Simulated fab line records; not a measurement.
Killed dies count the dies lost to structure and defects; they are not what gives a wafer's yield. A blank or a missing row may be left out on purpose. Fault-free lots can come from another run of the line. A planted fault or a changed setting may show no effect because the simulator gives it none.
Which tool is to blame? || flow nand-harc || 33 wafers from 11 lots sampled at 5 of the route's 1302 steps

== WHAT THE GAUGES READ, wafer by wafer ==
NHARC_END_SORT_01.
{"lot": "L430", "measured": "day 27 13:50", "on": "prober-01", "defect-limited-yield (%)": "88.9 89.4 89.1", "killed-at-array": "75 70 72", "killed-at-other": "0 0 1", "killed-at-periphery": "0 2 1", "killed-dies": "75 72 74", "killed-open": "3 5 1", "killed-short": "3 3 2", "sort_bin_2_pct (%)": "4.1 3.8 3.2", "sort_bin_3_pct (%)": "1.5 0.9 0.6", "sort_bin_4_pct (%)": "5.5 5.9 7.1", "sort-n-pass": "602 605 603", "sort-rim-yield-pct (%)": "81 79 99", "sort-yield-pct (%)": "88.9 89.4 89.1"}
{"lot": "L434", "measured": "day 29 16:45", "on": "prober-02", "defect-limited-yield (%)": "90.0 91.0 92.5", "killed-at-array": "63 58 48", "killed-at-other": "1 2 0", "killed-at-periphery": "4 1 3", "killed-dies": "68 61 51", "killed-open": "4 2 3", "killed-short": "3 3 2", "sort_bin_2_pct (%)": "3.8 3.0 2.4", "sort_bin_3_pct (%)": "0.9 0.9 1.0", "sort_bin_4_pct (%)": "5.3 5.2 4.1", "sort-n-pass": "609 616 626", "sort-rim-yield-pct (%)": "87 88 89", "sort-yield-pct (%)": "90.0 91.0 92.5"}
{"lot": "L438", "measured": "day 30 14:56", "on": "prober-02", "defect-limited-yield (%)": "92.2 93.2 93.6", "killed-at-array": "50 46 40", "killed-at-other": "0 0 0", "killed-at-periphery": "3 0 3", "killed-dies": "53 46 43", "killed-open": "4 3 2", "killed-short": "3 2 2", "sort_bin_2_pct (%)": "2.4 2.1 1.9", "sort_bin_3_pct (%)": "0.1 0.6 0.4", "sort_bin_4_pct (%)": "5.3 4.1 4.0", "sort-n-pass": "624 631 634", "sort-rim-yield-pct (%)": "99 97 92", "sort-yield-pct (%)": "92.2 93.2 93.6"}

== TOOL THAT RAN EACH LOT (tool first, then ch and the chambers of the sampled wafers, then the start) ==
{"lot": "L422", "NHARC_P_CONTACT_DESCUM_17": "rie-diel-02 ch 0,2,3, day 6 02:23", "NHARC_P_CONTACT_ETCH_35": "rie-diel-02 ch 0,1,2, day 6 02:29", "NHARC_P_CONTACT_ALD_22": "ald-metal-01 ch 0,1,3, day 6 04:13", "NHARC_P_M0_SOFTBAKE_04": "litho-track-04 ch 0, day 6 05:00"}
{"lot": "L427", "NHARC_P_CONTACT_DESCUM_17": "rie-diel-11 ch 0,1,2, day 7 23:12", "NHARC_P_CONTACT_ETCH_35": "rie-diel-11 ch 1,2, day 7 23:16", "NHARC_P_CONTACT_ALD_22": "ald-metal-02 ch 0,1,2, day 8 01:07", "NHARC_P_M0_SOFTBAKE_04": "litho-track-01 ch 0, day 8 02:00"}
{"lot": "L428", "NHARC_P_CONTACT_DESCUM_17": "rie-diel-11 ch 0,1,2, day 8 08:20", "NHARC_P_CONTACT_ETCH_35": "rie-diel-11 ch 1,2,3, day 8 08:25", "NHARC_P_CONTACT_ALD_22": "ald-metal-03 ch 0,2,3, day 8 10:12", "NHARC_P_M0_SOFTBAKE_04": "litho-track-04 ch 0, day 8 11:00"}
{"lot": "L430", "NHARC_P_CONTACT_DESCUM_17": "rie-diel-12 ch 0,2,3, day 9 01:02", "NHARC_P_CONTACT_ETCH_35": "rie-diel-12 ch 0,3, day 9 01:20", "NHARC_P_CONTACT_ALD_22": "ald-metal-02 ch 0,1,2, day 9 03:19", "NHARC_P_M0_SOFTBAKE_04": "litho-track-04 ch 0, day 9 05:00"}
{"lot": "L432", "NHARC_P_CONTACT_DESCUM_17": "rie-diel-12 ch 0,2,3, day 10 04:41", "NHARC_P_CONTACT_ETCH_35": "rie-diel-12 ch 2,3, day 10 04:47", "NHARC_P_CONTACT_ALD_22": "ald-metal-03 ch 0,3, day 10 06:41", "NHARC_P_M0_SOFTBAKE_04": "litho-track-01 ch 0, day 10 08:00"}
{"lot": "L434", "NHARC_P_CONTACT_DESCUM_17": "rie-diel-02 ch 0,2, day 11 01:52", "NHARC_P_CONTACT_ETCH_35": "rie-diel-02 ch 0,1, day 11 01:58", "NHARC_P_CONTACT_ALD_22": "ald-metal-01 ch 0,1, day 11 03:46", "NHARC_P_M0_SOFTBAKE_04": "litho-track-01 ch 0, day 11 05:00"}
{"lot": "L436", "NHARC_P_CONTACT_DESCUM_17": "rie-diel-12 ch 0,2,3, day 12 01:33", "NHARC_P_CONTACT_ETCH_35": "rie-diel-12 ch 0,1,2, day 12 01:38", "NHARC_P_CONTACT_ALD_22": "ald-metal-02 ch 2,3, day 12 03:22", "NHARC_P_M0_SOFTBAKE_04": "litho-track-01 ch 0, day 12 05:00"}
{"lot": "L438", "NHARC_P_CONTACT_DESCUM_17": "rie-diel-12 ch 1,2,3, day 12 20:11", "NHARC_P_CONTACT_ETCH_35": "rie-diel-12 ch 0,1, day 12 20:16", "NHARC_P_CONTACT_ALD_22": "ald-metal-01 ch 0,2,3, day 12 22:00", "NHARC_P_M0_SOFTBAKE_04": "litho-track-01 ch 0, day 13 00:00"}
{"lot": "L444", "NHARC_P_CONTACT_DESCUM_17": "rie-diel-02 ch 0,1,2, day 15 00:00", "NHARC_P_CONTACT_ETCH_35": "rie-diel-02 ch 1,2, day 15 00:05", "NHARC_P_CONTACT_ALD_22": "ald-metal-02 ch 0,2,3, day 15 01:52", "NHARC_P_M0_SOFTBAKE_04": "litho-track-04 ch 0, day 15 03:00"}
{"lot": "L443", "NHARC_P_CONTACT_DESCUM_17": "rie-diel-12 ch 0,1,3, day 15 00:53", "NHARC_P_CONTACT_ETCH_35": "rie-diel-12 ch 0,1,2, day 15 00:59", "NHARC_P_CONTACT_ALD_22": "ald-metal-03 ch 2,3, day 15 02:44", "NHARC_P_M0_SOFTBAKE_04": "litho-track-06 ch 0, day 15 04:00"}
{"lot": "L445", "NHARC_P_CONTACT_DESCUM_17": "rie-diel-02 ch 0,1,2, day 15 10:10", "NHARC_P_CONTACT_ETCH_35": "rie-diel-02 ch 0,1,3, day 15 10:16", "NHARC_P_CONTACT_ALD_22": "ald-metal-03 ch 0,2, day 15 12:01", "NHARC_P_M0_SOFTBAKE_04": "litho-track-06 ch 0, day 15 13:00"}
- NHARC_P_CONTACT_DESCUM_17: chemistry O2, time 3 s.
- NHARC_P_CONTACT_ETCH_35: etches the open film in CF4, target depth 39 nm, time 65 s.
- NHARC_P_CONTACT_ALD_22: deposits TiN, target thk 3 nm, pulse time 1 s, ald cycles 150.
- NHARC_P_M0_SOFTBAKE_04: time 55 s.

== AS READ BY THE TOOLS THEMSELVES (means over the sampled wafers that have a number; for cases with no such wafer, the mark the record gives instead) ==
NHARC_P_CONTACT_DESCUM_17.
{"lot": "L422", "tool": "rie-diel-02", "drypump-motor-current-A (A)": 5.8, "oes-product-au (a.u.)": 0.992, "rf-vpp-V (V)": 57.2, "showerhead-plenum-p-Torr (Torr)": 1.95, "throttle-valve-pct (%)": 11.317}
{"lot": "L427", "tool": "rie-diel-11", "drypump-motor-current-A (A)": 5.8, "oes-product-au (a.u.)": 1.010, "rf-vpp-V (V)": 57.9, "showerhead-plenum-p-Torr (Torr)": 1.95, "throttle-valve-pct (%)": 11.312}
{"lot": "L428", "tool": "rie-diel-11", "drypump-motor-current-A (A)": 5.8, "oes-product-au (a.u.)": 1.003, "rf-vpp-V (V)": 57.3, "showerhead-plenum-p-Torr (Torr)": 1.95, "throttle-valve-pct (%)": 11.310}
{"lot": "L430", "tool": "rie-diel-12", "drypump-motor-current-A (A)": 5.7, "oes-product-au (a.u.)": 1.000, "rf-vpp-V (V)": 57.5, "showerhead-plenum-p-Torr (Torr)": 1.81, "throttle-valve-pct (%)": 11.310}
{"lot": "L432", "tool": "rie-diel-12", "drypump-motor-current-A (A)": 5.6, "oes-product-au (a.u.)": 1.000, "rf-vpp-V (V)": 57.8, "showerhead-plenum-p-Torr (Torr)": 1.81, "throttle-valve-pct (%)": 11.310}
{"lot": "L434", "tool": "rie-diel-02", "drypump-motor-current-A (A)": 5.4, "oes-product-au (a.u.)": 1.002, "rf-vpp-V (V)": 58.0, "showerhead-plenum-p-Torr (Torr)": 1.93, "throttle-valve-pct (%)": 11.316}
{"lot": "L436", "tool": "rie-diel-12", "drypump-motor-current-A (A)": 5.7, "oes-product-au (a.u.)": 1.007, "rf-vpp-V (V)": 57.6, "showerhead-plenum-p-Torr (Torr)": 1.81, "throttle-valve-pct (%)": 11.313}
{"lot": "L438", "tool": "rie-diel-12", "drypump-motor-current-A (A)": 5.7, "oes-product-au (a.u.)": 1.003, "rf-vpp-V (V)": 58.3, "showerhead-plenum-p-Torr (Torr)": 1.90, "throttle-valve-pct (%)": 11.314}
{"lot": "L444", "tool": "rie-diel-02", "drypump-motor-current-A (A)": 5.2, "oes-product-au (a.u.)": 0.989, "rf-vpp-V (V)": 58.1, "showerhead-plenum-p-Torr (Torr)": 1.94, "throttle-valve-pct (%)": 11.320}
{"lot": "L443", "tool": "rie-diel-12", "drypump-motor-current-A (A)": 5.5, "oes-product-au (a.u.)": 1.009, "rf-vpp-V (V)": 57.7, "showerhead-plenum-p-Torr (Torr)": 1.88, "throttle-valve-pct (%)": 11.305}
{"lot": "L445", "tool": "rie-diel-02", "drypump-motor-current-A (A)": 5.2, "oes-product-au (a.u.)": 0.994, "rf-vpp-V (V)": 57.4, "showerhead-plenum-p-Torr (Torr)": 1.94, "throttle-valve-pct (%)": 11.319}

NHARC_P_CONTACT_ETCH_35.
{"lot": "L422", "tool": "rie-diel-02", "drypump-motor-current-A (A)": 5.2, "oes-product-au (a.u.)": 0.995, "rf-vpp-V (V)": 152.2, "showerhead-plenum-p-Torr (Torr)": 1.80, "throttle-valve-pct (%)": 13.286}
{"lot": "L427", "tool": "rie-diel-11", "drypump-motor-current-A (A)": 5.9, "oes-product-au (a.u.)": 1.004, "rf-vpp-V (V)": 152.0, "showerhead-plenum-p-Torr (Torr)": 1.82, "throttle-valve-pct (%)": 13.281}
{"lot": "L428", "tool": "rie-diel-11", "drypump-motor-current-A (A)": 5.8, "oes-product-au (a.u.)": 1.008, "rf-vpp-V (V)": 151.8, "showerhead-plenum-p-Torr (Torr)": 1.86, "throttle-valve-pct (%)": 13.276}
{"lot": "L430", "tool": "rie-diel-12", "drypump-motor-current-A (A)": 5.6, "oes-product-au (a.u.)": 1.005, "rf-vpp-V (V)": 149.8, "showerhead-plenum-p-Torr (Torr)": 1.68, "throttle-valve-pct (%)": 13.287}
{"lot": "L432", "tool": "rie-diel-12", "drypump-motor-current-A (A)": 5.8, "oes-product-au (a.u.)": 1.001, "rf-vpp-V (V)": 149.3, "showerhead-plenum-p-Torr (Torr)": 1.69, "throttle-valve-pct (%)": 13.284}
{"lot": "L434", "tool": "rie-diel-02", "drypump-motor-current-A (A)": 5.2, "oes-product-au (a.u.)": 1.002, "rf-vpp-V (V)": 150.6, "showerhead-plenum-p-Torr (Torr)": 1.76, "throttle-valve-pct (%)": 13.291}
{"lot": "L436", "tool": "rie-diel-12", "drypump-motor-current-A (A)": 5.4, "oes-product-au (a.u.)": 1.001, "rf-vpp-V (V)": 151.4, "showerhead-plenum-p-Torr (Torr)": 1.74, "throttle-valve-pct (%)": 13.293}
{"lot": "L438", "tool": "rie-diel-12", "drypump-motor-current-A (A)": 5.3, "oes-product-au (a.u.)": 0.995, "rf-vpp-V (V)": 151.9, "showerhead-plenum-p-Torr (Torr)": 1.80, "throttle-valve-pct (%)": 13.291}
{"lot": "L444", "tool": "rie-diel-02", "drypump-motor-current-A (A)": 5.2, "oes-product-au (a.u.)": 1.000, "rf-vpp-V (V)": 152.1, "showerhead-plenum-p-Torr (Torr)": 1.83, "throttle-valve-pct (%)": 13.287}
{"lot": "L443", "tool": "rie-diel-12", "drypump-motor-current-A (A)": 5.5, "oes-product-au (a.u.)": 1.001, "rf-vpp-V (V)": 151.1, "showerhead-plenum-p-Torr (Torr)": 1.74, "throttle-valve-pct (%)": 13.285}
{"lot": "L445", "tool": "rie-diel-02", "drypump-motor-current-A (A)": 5.6, "oes-product-au (a.u.)": 0.994, "rf-vpp-V (V)": 150.9, "showerhead-plenum-p-Torr (Torr)": 1.77, "throttle-valve-pct (%)": 13.282}

NHARC_P_CONTACT_ALD_22.
{"lot": "L422", "tool": "ald-metal-01", "heater-power-w (W)": 1095, "precursor-pulse-height-rel": 1.009}
{"lot": "L427", "tool": "ald-metal-02", "heater-power-w (W)": 1083, "precursor-pulse-height-rel": 0.989}
{"lot": "L428", "tool": "ald-metal-03", "heater-power-w (W)": 1041, "precursor-pulse-height-rel": 0.989}
{"lot": "L430", "tool": "ald-metal-02", "heater-power-w (W)": 1072, "precursor-pulse-height-rel": 0.989}
{"lot": "L432", "tool": "ald-metal-03", "heater-power-w (W)": 981, "precursor-pulse-height-rel": 1.015}
{"lot": "L434", "tool": "ald-metal-01", "heater-power-w (W)": 1072, "precursor-pulse-height-rel": 0.990}
{"lot": "L436", "tool": "ald-metal-02", "heater-power-w (W)": 928, "precursor-pulse-height-rel": 0.985}
{"lot": "L438", "tool": "ald-metal-01", "heater-power-w (W)": 1074, "precursor-pulse-height-rel": 0.998}
{"lot": "L444", "tool": "ald-metal-02", "heater-power-w (W)": 1033, "precursor-pulse-height-rel": 0.991}
{"lot": "L443", "tool": "ald-metal-03", "heater-power-w (W)": 1091, "precursor-pulse-height-rel": 1.006}
{"lot": "L445", "tool": "ald-metal-03", "heater-power-w (W)": 960, "precursor-pulse-height-rel": 1.016}

NHARC_P_M0_SOFTBAKE_04.
{"lot": "L422", "tool": "litho-track-04", "heater-power-total-W (W)": 188.50}
{"lot": "L427", "tool": "litho-track-01", "heater-power-total-W (W)": 188.33}
{"lot": "L428", "tool": "litho-track-04", "heater-power-total-W (W)": 188.34}
{"lot": "L430", "tool": "litho-track-04", "heater-power-total-W (W)": 188.42}
{"lot": "L432", "tool": "litho-track-01", "heater-power-total-W (W)": 188.38}
{"lot": "L434", "tool": "litho-track-01", "heater-power-total-W (W)": 188.43}
{"lot": "L436", "tool": "litho-track-01", "heater-power-total-W (W)": 182.54}
{"lot": "L438", "tool": "litho-track-01", "heater-power-total-W (W)": 182.49}
{"lot": "L444", "tool": "litho-track-04", "heater-power-total-W (W)": 188.42}
{"lot": "L443", "tool": "litho-track-06", "heater-power-total-W (W)": 188.56}
{"lot": "L445", "tool": "litho-track-06", "heater-power-total-W (W)": 188.39}

== THE ANSWER, worked out from the rows above alone ==
Rule: the usual values come from the lots themselves. The widest of any qualifying gaps counts: lots, ordered by their means at a reading, are off when they make up no more than a third of the lots, leave a main group of 4 or more, and stand apart from it by 3 or more times the standard deviation of that group's means. A main group is skipped when, at the precision printed for the reading in the tables above, its means are all equal. A lot without any number at a reading at which 4 lots or more have one is off too. Where the step has rows for the other lots, those lots are counted as sound. Order of review: gauges by route order, followed by the tools' own readings, for which a lot's mean as printed above is used. At the first step where some lot is off, the reading lying furthest off is the one used; lots without a number count as furthest.
Off: L436, L438, at NHARC_P_M0_SOFTBAKE_04 (heater-power-total-W). For the main group the mean is 188.42 W and the standard deviation 0.069.
A tool fits if, at that step or a process step before it, it ran every lot that is off, and no sound lot after the first of them. One fits: litho-track-01 at NHARC_P_M0_SOFTBAKE_04. Its last sound lot is L434 (day 11 05:00), its first lot that is off L436 (day 12 05:00): a fault that began between those two fits.
The tool's own readings at NHARC_P_M0_SOFTBAKE_04 bear it out: on the lots that are off they differ by more than 5 times the standard deviation of the sound lots' means. heater-power-total-W reads 182.51 W there against 188.42 W on the sound lots.

== WHAT HAD BEEN PUT IN BY THE SIMULATOR ==
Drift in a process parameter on litho-track-01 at NHARC_P_M0_SOFTBAKE_04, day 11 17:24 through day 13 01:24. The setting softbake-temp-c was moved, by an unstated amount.
Struck lots among those shown: L438, L436. The rule above reached the same finding.
